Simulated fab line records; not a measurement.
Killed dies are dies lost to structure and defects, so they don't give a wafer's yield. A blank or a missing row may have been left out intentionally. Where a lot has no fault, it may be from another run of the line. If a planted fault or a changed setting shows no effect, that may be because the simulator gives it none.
Matching of chambers    flow nand-harc    3 sister chambers for NHARC_A_M1_PRE_CLEAN_32 on pecvd-02
The step time 12 s. 3 wafers are shown with their chamber, then 8 later ones without.

## EACH WAFER AND ITS CHAMBER
wafer   chamber  heater-power-w (W)
L090.1  0        591
L088.6  2        637
L094.3  1        658

## WAFERS WHOSE CHAMBER IS MISSING
wafer   heater-power-w (W)
L094.5  586
L094.6  667
L096.4  625
L096.5  677
L096.6  610
L097.1  647
L097.4  668
L097.6  588

## WHICH CHAMBER EACH ONE RAN IN
wafer    from the rows above            in truth
L094.5   0                              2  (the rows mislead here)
L094.6   can't be placed: 1 or 2        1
L096.4   can't be placed: 2 or 1 or 0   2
L096.5   can't be placed: 1 or 2        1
L096.6   can't be placed: 0 or 2        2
L097.1   can't be placed: 2 or 1        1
L097.4   can't be placed: 1 or 2        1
L097.6   0                              0
1 of 8 placed correctly. From these rows, 6 cannot be placed; in 6 the true chamber is one of the candidates. Wrongly placed: 1.
How it was worked out, from the rows above alone: a wafer's distance from a chamber is the root of the sum, over the readings, of the square of ((its reading less the chamber's mean) divided by the reading's scatter). The wafer belongs to the nearest chamber; if the next one is less than 2 further off, it can't be placed. For every chamber, the mean is computed from those of its wafers that are shown. The scatter: root of mean squared gap, hidden wafer to nearest shown wafer, with one shown wafer a chamber.
